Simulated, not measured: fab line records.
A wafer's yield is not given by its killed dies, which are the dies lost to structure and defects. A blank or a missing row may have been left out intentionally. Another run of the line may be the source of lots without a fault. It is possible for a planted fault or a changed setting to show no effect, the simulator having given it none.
fab line records    flow n5-finfet
record: lots: 4  wafers: 12  last-day: 18
route steps=1938 shown BEOL_M4@1099 BEOL_M5@1112 BEOL_M15@1819 PASSIVATION@1936
lots untouched by any fault: they come from a run of this same line in which no faults occurred
start-h: hours from the record's first day to the start of the lot's first wafer shown    wait-h: hours elapsed since this lot's preceding step    " repeats the value in the row above    L1.1+2: a single row standing in for several wafers    - no value present, or no start provided    * or withheld: withheld    < > ~ a bound
route shown NAME@n: NAME is a module with steps in the file, n the number in the route of the first one    usual: the fault-free wafers' mean and standard deviation    same: alike in all rows    chamber/n: place in a boat    sites: readings site by site    _std_site: the standard deviation of these    _edge_site: the outer-site mean with the inner-site mean subtracted    radius-mm: for every site, how far away it sits from the centre of the wafer    mask NAME#n: copy n    behind: the last tool/chamber to shape the wafer    hold: reason for holding the lot/hours on hold/outcome of the hold    device: whichever transistor did not switch (one of n, p or np)    end of line: tests of these same wafers at the route's end    a step with no rows: only its recipe    killed: dies lost to structure and defects at the first sort, not the wafer's yield    map: dies across one wafer; x = killed, . = not, _ = none there
set.NAME: the setting that was run; set.NAME@STEP: the one run at that earlier step    model.NAME: the simulator's own value behind a step, which no gauge read
a table for each step, a row for each wafer; lots at some steps of the route
services: a tool's chamber out of use, with start hour (start-h, from the record's first day; less than 0 if before it), hours out, and reason
== steps ==
step: N5_BEOL_M4_ANNEAL_95
recipe: temp-c: 400  time-s: 240  ambient: vacuum
step: N5_BEOL_M4_SPUTTER_96
recipe: material: Cu  target-thk-a: 45  temp-c: -20  chamber-pressure-pa: 0.07  power-w: withheld  time-s: 8.29
step: N5_BEOL_M4_ECD_50
recipe: material: Cu  target-thk-a: 3000
step: N5_BEOL_M4_ANNEAL_51
recipe: temp-c: 225  time-s: 90  ambient: N2
step: N5_BEOL_M4_CMP_52
recipe: stop-on: SiOC  t-overpolish-s: 6.8  down-force-psi: 1  platen-rpm: 50  clearing-platen-down-force-psi: 1.5  clearing-platen-rpm: 50  post-cmp-clean: cu-alkaline  target-thk-nm: 40  clearing-platen-pad-velocity-m-s: 0.99484  pad-velocity-m-s: 0.99484
step: N5_BEOL_M4_PRE_CLEAN_60
recipe: gas: NH3/H2  time-s: 15  temp-c: *  rf-power-w: 300
step: N5_BEOL_M4_CO_CAP_55
recipe: material: Co  target-thk-a: 20  temp-c: 200  precursor: CCTBA/H2  pressure-torr: 30  time-s: 102.1
step: N5_BEOL_M4_PRE_CLEAN_56
recipe: gas: NH3  time-s: 15  temp-c: withheld  rf-power-w: 300
step: N5_BEOL_M4_DEP_57
recipe: material: SiCN  target-thk-a: 80  temp-c: withheld  precursor: 3MS/NH3  pressure-torr: 3  rf-w: 202  time-s: 14
step: N5_BEOL_M4_RC_MEAS_101
usual: DIBL_N: 36.2/2.2  DIBL_P: 36.1/2.8  IOFF_N: 0.16/0.041  IOFF_P: 0.21/0.047  ION_N: 676/16  ION_P: 463/11  SS_N: 71.6/0.78  SS_P: 73.3/0.86  VT_N: 249/3.8  VT_P: -251/3.9
lot.wafer  tool       chamber  start-h  wait-h  DIBL_N[mV/V]  DIBL_P[mV/V]  IOFF_N[nA/um]  IOFF_P[nA/um]  ION_N[uA/um]  ION_P[uA/um]  SS_N[mV/dec]  SS_P[mV/dec]  VT_N[mV]  VT_P[mV]
L217.1     prober-02  0        174.37   0.0     34.4          33.3          0.13           0.16           668           445           71.2          72.7          251       -255
L217.2     "          0        "        "       36.0          35.0          0.17           0.20           688           470           70.6          72.9          245       -247
L217.4     "          0        "        "       35.2          33.0          0.14           0.16           684           464           70.9          72.0          250       -251
L231.1     prober-01  0        273.53   0.0     39.6          39.2          0.27           0.26           691           462           73.5          73.7          242       -245
L231.4     "          0        "        "       33.8          34.4          0.14           0.19           696           479           71.4          73.0          250       -252
L231.5     "          0        "        "       39.6          39.3          0.25           0.26           695           459           73.8          74.1          242       -249
L232.3     prober-02  0        277.14   0.3     35.9          34.9          0.15           0.20           684           466           71.3          73.3          251       -252
L232.4     "          0        "        "       37.8          39.2          0.21           0.27           709           477           71.9          74.1          244       -248
L232.6     "          0        "        "       31.9          29.3          0.09           0.12           648           448           70.7          72.0          260       -259
L240.1     prober-01  0        312.82   0.0     33.5          33.0          0.11           0.15           648           444           71.0          72.5          255       -256
L240.2     "          0        "        "       35.4          35.7          0.14           0.19           674           462           71.1          73.4          251       -252
L240.4     "          0        "        "       34.4          33.9          0.13           0.16           670           462           71.0          72.6          252       -251
step: N5_BEOL_M5_ILD_DEP_00
recipe: material: SiCOH_lowk  target-thk-a: 1406.4  temp-c: 300  precursor: DEMS/porogen  pressure-torr: 5  rf-w: 500  time-s: 25.9
step: N5_BEOL_M5_CURE_79
recipe: temp-c: 385  time-s: 240  ambient: He/Ar  material: SiCOH_lowk
step: N5_BEOL_M5_PECVD_70
recipe: material: SiO2  target-thk-a: 160  temp-c: 400  precursor: TEOS/O2  pressure-torr: 5.5  rf-w: 450  teos-flow-sccm: 53.8  gas: O2  flow-sccm: 3000  time-s: 18
step: N5_BEOL_M5_HM_DEP_02
recipe: material: TiN  target-thk-a: 200  temp-c: 25  chamber-pressure-pa: 0.49996
step: N5_BEOL_M5_COAT_59
recipe: resist: SOC  temp-c: 250  time-s: 60  spin-rpm: 1500  resist-thk-nm: 60
step: N5_BEOL_M5_COAT_60
recipe: resist: SiARC  temp-c: 220  time-s: 60  spin-rpm: 1500  resist-thk-nm: 12
step: N5_BEOL_M5_COAT_71
recipe: resist: underlayer  temp-c: 205  time-s: 60  spin-rpm: 1500  resist-thk-nm: 5
step: N5_BEOL_M5_COAT_05
recipe: resist: CAR-EUV  spin-rpm: 1500  resist-thk-nm: 30
step: N5_BEOL_M5_EBR_07
recipe: solvent: PGMEA  ebr-width-mm: 1.5
step: N5_BEOL_M5_SOFTBAKE_06
recipe: temp-c: 110  time-s: 60  resist: CAR-EUV
step: N5_BEOL_M5_EXPOSE_08
recipe: mask-id: M5  na: 0.33  source-shape: annular  sigma-inner: 0.4  sigma-outer: 0.8  polarization: unpolarized  target-cd-nm: 28  dose-mj: 35.75
step: N5_BEOL_M5_PEB_09
recipe: peb-temp-c: 100  peb-time-s: 60  resist: CAR-EUV
step: N5_BEOL_M5_DEVELOP_10
recipe: develop-time-s: 30  developer: TMAH  resist: CAR-EUV  rinse-liquid: surfactant-rinse  dry: air-spin  dev-temp-c: 23
step: N5_BEOL_M5_DESCUM_16
recipe: chemistry: O2  time-s: 7  source-power-w: 50  bias-power-w: 20  pressure-mtorr: 20  rf-frequency-hz: 2.712e+07  temp-c: 40  resist: CAR-EUV  o2-flow-sccm: 225
step: N5_BEOL_M5_ETCH_72
recipe: chemistry: N2/H2  target: underlayer  target-depth-a: 65  mask-material: CAR-EUV  time-s: 5.2  ion-energy-ev: 200  pressure-mtorr: 30  source-w: 840  bias-w: 150  n2-flow-sccm: 200  h2-flow-sccm: 200  ends: cleared
step: N5_BEOL_M5_ETCH_61
recipe: chemistry: CF4  target: SiARC  target-depth-a: 156  mask-material: CAR-EUV  time-s: 26  ion-energy-ev: 80  pressure-mtorr: 40  source-w: 545  bias-w: 36  Ar_flow_sccm: 100  cf4-flow-sccm: 100  ends: cleared
step: N5_BEOL_M5_ETCH_62
recipe: chemistry: N2/H2  target: SOC  target-depth-a: 750  overetch-a: 150  mask-material: SiARC  temp-c: 40  time-s: 112.5  ion-energy-ev: 200  pressure-mtorr: 30  source-w: 840  bias-w: 150  n2-flow-sccm: 200  h2-flow-sccm: 200
step: N5_BEOL_M5_STRIP_63
recipe: chemistry: N2/H2  temp-c: 40  n2-flow-sccm: 200  h2-flow-sccm: 200  rf-frequency-hz: 6e+07
step: N5_BEOL_M5_STRIP_73
recipe: chemistry: N2/H2  temp-c: 40  n2-flow-sccm: 200  h2-flow-sccm: 200  rf-frequency-hz: 6e+07
step: N5_BEOL_M5_STRIP_64
recipe: chemistry: CF4  resist: SiARC  power-w: 300  bias-power-w: 75  pressure-mtorr: 50  cf4-flow-sccm: 150  rf-frequency-hz: 6e+07
step: N5_BEOL_M5_HM_OPEN_17
recipe: chemistry: Cl2/BCl3  target-depth-a: 200  overetch-a: 60  target: TiN  mask-material: SOC  ion-energy-ev: 150  pressure-mtorr: 10  icp-w: 1000  bias-w: 126  Cl2_flow_sccm: 53.25  bcl3-flow-sccm: 21.75  Ar_flow_sccm: 25
step: N5_BEOL_M5_STRIP_19
recipe: chemistry: O2  power-w: 400  temp-c: 40  pressure-mtorr: 30  rf-frequency-hz: 6e+07  bias-power-w: 0  overash-fraction: 0.2  o2-flow-sccm: 225
step: N5_BEOL_M5_COAT_65
recipe: resist: SOC  temp-c: 250  time-s: 60  spin-rpm: 1500  resist-thk-nm: 60
step: N5_BEOL_M5_COAT_66
recipe: resist: SiARC  temp-c: 220  time-s: 60  spin-rpm: 1500  resist-thk-nm: 12
step: N5_BEOL_M15_SPUTTER_43
recipe: material: TaN  target-thk-a: 150  temp-c: 50  bias-v: 168.6  power-w: 15000  chamber-pressure-pa: 0.12  time-s: 24.19
usual: bias-v: 168.6/1.6  cathode-dc-power-W: 15000/2.7  throttle-valve-pct: 29.7/1.3
lot.wafer  tool            chamber  start-h  wait-h  bias-v  cathode-dc-power-W  throttle-valve-pct
L217.1     pvd-sputter-02  -        258.68   0.0     166.8   15002               28.7
L217.2     "               -        "        "       167.8   15001               28.0
L217.4     "               -        "        "       167.8   14995               30.7
L231.1     pvd-sputter-01  -        358.76   0.0     -       -                   -
L231.4     "               -        "        "       -       -                   -
L231.5     "               -        "        "       -       -                   -
L232.3     pvd-sputter-02  -        359.89   0.0     -       -                   -
L232.4     "               -        "        "       -       -                   -
L232.6     "               -        "        "       -       -                   -
L240.1     pvd-sputter-01  -        410.01   0.0     168.7   15000               29.7
L240.2     "               -        "        "       169.9   14993               30.7
L240.4     "               -        "        "       168.9   14993               28.8
step: N5_BEOL_M15_CMP_49
recipe: stop-on: SiO2  t-overpolish-s: 4.9  down-force-psi: 2  platen-rpm: 80  clearing-platen-down-force-psi: 2  clearing-platen-rpm: 80  post-cmp-clean: cu-alkaline  target-thk-nm: 850  clearing-platen-pad-velocity-m-s: 1.5917  pad-velocity-m-s: 1.5917
usual: barrier-field-endpoint-s: 11.36/0.29  edge-zone-pressure-frac: 1.000/0.0052  motor-current-A: 7.9/0.71
lot.wafer  tool    chamber  start-h  wait-h  barrier-field-endpoint-s  edge-zone-pressure-frac  motor-current-A
L217.2     cmp-01  1        259.49   0.2     11.17                     1.010                    8.9
L217.1     "       2        "        "       10.94                     1.001                    7.7
L217.4     "       3        "        "       11.20                     1.001                    7.7
L231.1     cmp-02  0        359.58   0.3     5.67                      1.007                    7.3
L231.4     "       2        "        "       5.84                      0.992                    7.9
L231.5     "       1        "        "       5.71                      0.998                    8.6
L232.4     cmp-02  3        360.76   0.1     5.61                      1.009                    7.8
L232.3     "       0        "        "       5.54                      0.988                    7.4
L232.6     "       0        "        "       5.58                      0.996                    6.9
L240.1     cmp-03  3        411.27   0.3     11.07                     1.001                    7.3
L240.4     "       0        "        "       11.25                     1.004                    8.7
L240.2     "       2        "        "       11.24                     0.997                    7.8
step: N5_PASSIVATION_PROBE_49
usual: defect-limited-yield: 91.4/1.4  killed_at_M0_to_M3: 33/10  killed_at_M4_up: 14/6.1  killed-at-contacts: 14/6.1  killed-at-front-end: 38/9.7  killed-at-other: 3.1/2.9  killed-dies: 102/17  killed-on-rim: 14/4.1  killed-open: 67/13  killed-short: 32/8  sort_bin_4_leakage: 0.00/0.051  sort_bin_5_function: 5.1/0.94  sort_bin_6_memory: 3.2/0.68  sort_bin_8_speed: 0.02/0.17  sort-n-pass: 1078/17  sort-yield-pct: 91.3/1.5
same: gross-dies: 1180  killed-at-back-side: 0
lot.wafer  tool       chamber  start-h  wait-h  defect-limited-yield[%]  killed_at_M0_to_M3  killed_at_M4_up  killed-at-contacts  killed-at-front-end  killed-at-other  killed-dies  killed-on-rim  killed-open  killed-short  sort_bin_4_leakage[%]  sort_bin_5_function[%]  sort_bin_6_memory[%]  sort_bin_8_speed[%]  sort-n-pass  sort-yield-pct[%]
L217.1     prober-02  -        271.62   0.0     89.7                     42                  6                18                  40                   15               121          18             77           38            0                      6.6                     2.8                   0                    1059         89.7
L217.2     prober-02  -        271.67   0.1     90.1                     32                  7                23                  45                   10               117          17             84           28            0                      4.9                     4.0                   0                    1063         90.1
L217.4     prober-02  -        271.77   0.2     88.5                     42                  28               20                  44                   2                136          16             92           39            0                      7.6                     3.6                   0                    1044         88.5
L231.1     prober-01  -        376.13   0.0     82.7                     34                  104              23                  38                   5                204          60             76           36            0.08                   13.8                    3.3                   0                    975          82.6
L231.4     prober-01  -        376.28   0.2     83.6                     26                  110              14                  44                   0                194          14             75           25            0                      12.8                    3.5                   0                    986          83.6
L231.5     prober-01  -        376.33   0.2     83.1                     33                  110              18                  32                   7                200          12             66           35            0                      13.0                    3.6                   0                    980          83.1
L232.3     prober-02  -        376.82   0.1     84.5                     47                  88               8                   35                   5                183          51             64           28            0                      12.3                    2.4                   0                    997          84.5
L232.4     prober-02  -        376.87   0.2     82.8                     38                  110              9                   39                   7                203          11             66           41            0                      13.6                    3.0                   0                    977          82.8
L232.6     prober-02  -        376.97   0.3     82.6                     48                  110              5                   39                   3                205          62             67           42            0                      12.9                    4.1                   0.08                 974          82.5
L240.1     prober-02  -        424.95   0.0     91.4                     30                  14               21                  35                   1                101          10             62           38            0                      5.4                     2.9                   0                    1079         91.4
L240.2     prober-02  -        425.00   0.1     91.6                     36                  18               17                  28                   0                99           14             72           19            0                      4.6                     3.1                   0                    1081         91.6
L240.4     prober-02  -        425.10   0.2     91.0                     33                  19               11                  39                   4                106          15             67           39            0                      5.6                     3.0                   0                    1074         91.0
killed by level:class
L217.1 MOL_CONTACT_COAG:geometric-particle:open=16 BEOL_M3:geometric-particle:open=12 STI_FIN_REVEAL:geometric-particle:open=9 MIM_TOP:geometric-particle:open=9 BEOL_M0:geometric-particle:open=8 BEOL_M0_SAQP:geometric-particle:short=7 HKMG_FIN:area-etch=6 FIN_SAQP:geometric-particle:open=5
L217.2 MOL_CONTACT_COAG:geometric-particle:open=20 BEOL_M0_SAQP:geometric-particle:short=11 STI_FIN_REVEAL:geometric-particle:open=9 FIN_SAQP:geometric-particle:open=7 BEOL_M0_SAQP:geometric-particle:open=7 BEOL_M0:geometric-particle:open=7 ILD0:geometric-particle:open=5 HKMG_FIN:area-etch=5
L217.4 MOL_CONTACT_COAG:geometric-particle:open=17 BEOL_M4:geometric-particle:open=14 BEOL_M0_SAQP:geometric-particle:short=13 STI_FIN_REVEAL:geometric-particle:open=9 BEOL_M0_SAQP:geometric-particle:open=9 FIN_SAQP:geometric-particle:open=8 BEOL_M4:geometric-particle:short=6 BEOL_M3:geometric-particle:open=6
L231.1 BEOL_M15:area-sputter=91 MOL_CONTACT_COAG:geometric-particle:open=17 STI_FIN_REVEAL:geometric-particle:open=11 BEOL_M0_SAQP:geometric-particle:short=11 FIN_SAQP:geometric-particle:open=9 BEOL_M2:geometric-particle:open=8 BEOL_M0_SAQP:geometric-particle:open=7 MOL_CONTACT_COAG:geometric-particle:short=6
L231.4 BEOL_M15:area-sputter=92 STI_FIN_REVEAL:geometric-particle:open=14 MOL_CONTACT_COAG:geometric-particle:open=13 FIN_SAQP:geometric-particle:open=8 BEOL_M4:geometric-particle:open=8 GATE_CUT:geometric-particle:short=5 BEOL_M1:geometric-particle:open=5 BEOL_M0_SAQP:geometric-particle:open=4
L231.5 BEOL_M15:area-sputter=98 MOL_CONTACT_COAG:geometric-particle:open=13 BEOL_M2:geometric-particle:open=8 BEOL_M0_SAQP:geometric-particle:open=7 FIN_SAQP:geometric-particle:open=6 BEOL_M1:geometric-particle:open=5 FIN_SAQP:geometric-particle:short=5 MOL_CONTACT_COAG:geometric-particle:short=5
L232.3 BEOL_M15:area-sputter=81 BEOL_M2:geometric-particle:open=13 FIN_SAQP:geometric-particle:short=11 BEOL_M0_SAQP:geometric-particle:open=10 MOL_CONTACT_COAG:geometric-particle:open=7 HKMG_FIN:area-etch=7 BEOL_M3:geometric-particle:open=6 FIN_SAQP:geometric-particle:open=5
L232.4 BEOL_M15:area-sputter=96 BEOL_M0_SAQP:geometric-particle:short=14 FIN_SAQP:geometric-particle:short=8 BEOL_M3:geometric-particle:open=8 FIN_SAQP:geometric-particle:open=7 MOL_CONTACT_COAG:geometric-particle:open=7 BEOL_M2:geometric-particle:open=6 DUMMY_GATE:geometric-particle:open=5
L232.6 BEOL_M15:area-sputter=93 BEOL_M0_SAQP:geometric-particle:open=14 BEOL_M2:geometric-particle:open=10 BEOL_M0_SAQP:geometric-particle:short=9 FIN_SAQP:geometric-particle:short=8 BEOL_M1:geometric-particle:open=6 BEOL_M4:geometric-particle:open=6 GATE_CUT:geometric-particle:short=5
L240.1 MOL_CONTACT_COAG:geometric-particle:open=17 FIN_SAQP:geometric-particle:short=8 BEOL_M4:geometric-particle:open=8 STI_FIN_REVEAL:geometric-particle:open=6 BEOL_M1:geometric-particle:open=6 BEOL_M1:geometric-particle:short=6 BEOL_M3:geometric-particle:open=5 STI_FIN_REVEAL:geometric-particle:short=4
L240.2 BEOL_M1:geometric-particle:open=17 MOL_CONTACT_COAG:geometric-particle:open=16 HKMG_FIN:area-etch=7 FIN_SAQP:geometric-particle:open=5 BEOL_M0_SAQP:geometric-particle:short=5 BEOL_M5:geometric-particle:open=5 BEOL_M2:geometric-particle:open=4 BEOL_M4:geometric-particle:open=4
L240.4 FIN_SAQP:geometric-particle:open=18 BEOL_M1:geometric-particle:open=9 BEOL_M4:geometric-particle:short=8 MOL_CONTACT_COAG:geometric-particle:open=7 BEOL_M0:geometric-particle:open=6 FIN_SAQP:geometric-particle:short=5 BEOL_M0_SAQP:geometric-particle:short=5 BEOL_M0_SAQP:geometric-particle:open=5
map L231.1 (x killed, . not)
_________________.x..x.xxx...________________
______________.xx...x.x....x.xxx_____________
___________x.x...x.xx............x.__________
__________....x...x.....x..........x_________
________.x......xx...x....x.x....x..x._______
_______...x.........................x.x______
______.x................x.......x..x...._____
_____x.x.....x...........x.x.x...........____
____x..x....x.xx...x..x.x.......xx....x.xx___
___.......x..x....x........x...............__
___.x.x...................x................__
__.x..........................x..x.....x...x_
__x.x.....x...............................xx_
_xx....................x.x......x..........xx
_x..xx.........x.....xx.....x....x.......x..x
_x.....x.........................x.....xx..x.
_.xx...........................x...x.........
_...x...........x.......x.x..x......x....x...
_xxx.......x..........x.............xx.....x.
_xxx....x.....................x..............
_x.x.........x.x...........x...x...........x.
__xxx...x.xx..............x.....x..x.......x_
__x.x.............x........................x_
___xx.x....x.x.............................__
___x....x........x...................x..x..__
____....x...x...................x..x......___
_____.x....x....x....................xx..____
______.xx...x.....x............x.....x.x_____
_______...x..................x.x....x..______
________x......x...x....x.x....x.x...x_______
__________x.........xxx...x........x_________
___________x.........x.xxx.x.xx....__________
______________xxx.x............._____________
_________________x.xxxx....x.________________
map L232.6 (x killed, . not)
_________________xx.x..xx.xxx________________
______________xxx..x.....x...xxx_____________
___________xx.x..x...xxx..x.x...x.x__________
__________x...x.....x...........xxx._________
________x......xx..xx.......xx..x.xxx._______
_______.x..x.x......x.........x...xx...______
______xxx..x.....................x..x.x._____
_____..x..x.......x..............x.......____
____..x.x...x.........x........x..x.xx....___
___xx..............x......................x__
___......x.x...x.....................x.x...__
__x..x.x..............x.............x......._
__xx..xx............x........x..........x.x._
_x........x....................x......xx...xx
_...............x...................x....x.x.
_x...x...x.........x..xx.........x...x......x
_x.....x.............x............x.x.....x.x
_..x.............x...x..........x..........x.
_.xx.....................x..........x......x.
_xxx..x..x.........xx.................x.x...x
_........x......xx....................x...xxx
__x..x....x.......................x...x....._
__...............x.x..............x...xx...x_
___x..x..x..x.x.x....x....................x__
___x.................x............x...x....__
____.x.x................x..x..............___
_____x..x..x........x.........x........xx____
______..xxx..............x...........x.._____
_______.xx....x.....x..........x.......______
________...........x....x............._______
__________.........x...........x...._________
___________.....................x.x__________
______________....xx......x..x.x_____________
_________________x...xx..x...________________
== services ==
tool            chamber  start-h  hours  kind
cmp-02          -        275.26   7.0    pm
cmp-02          -        294.54   0.4    repair
pvd-sputter-01  -        305.83   20.9   repair
cmp-02          -        310.11   4.0    pm
cmp-02          -        314.11   -      consumable-replace:conditioner
cmp-02          -        314.11   -      consumable-replace:pad
cmp-02          -        316.22   1.3    repair
cmp-02          -        317.59   4.1    pm
cmp-01          -        322.45   6.1    pm
cmp-03          -        334.91   2.6    repair
pvd-sputter-02  -        349.46   4.3    repair
cmp-02          -        386.61   0.6    repair
cmp-01          -        397.12   4.0    pm
cmp-01          -        401.12   -      consumable-replace:conditioner
cmp-01          -        401.12   -      consumable-replace:pad
== key ==
first-sign: step: N5_BEOL_M15_SPUTTER_43  reading: tool-record  direction: missing
effect: step: N5_BEOL_M15_CMP_49  reading: barrier-field-endpoint-s  direction: down  sigmas: 19  usual: 11.36  struck: 5.66
effect: step: N5_PASSIVATION_PROBE_49  reading: killed_at_M4_up  direction: up  sigmas: 15  usual: 14  struck: 105
more-kills-born-at: N5_BEOL_M15_SPUTTER_43@pvd-sputter-01: 281  N5_BEOL_M15_SPUTTER_43@pvd-sputter-02: 270
met-at N5_BEOL_M15_SPUTTER_43
struck-wafers L231.1,L231.4,L231.5,L232.3,L232.4,L232.6
onset-between 258.68 358.76
earlier-fault: kind: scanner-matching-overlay  tool: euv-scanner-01  chamber: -  onset-h: 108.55  steps: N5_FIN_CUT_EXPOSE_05  offset: 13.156
fault: kind: skipped-step-whole  tool: pvd-sputter-01,pvd-sputter-02  chamber: -  onset-h: 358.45  steps: N5_BEOL_M15_SPUTTER_43  scope: struck-lots-only
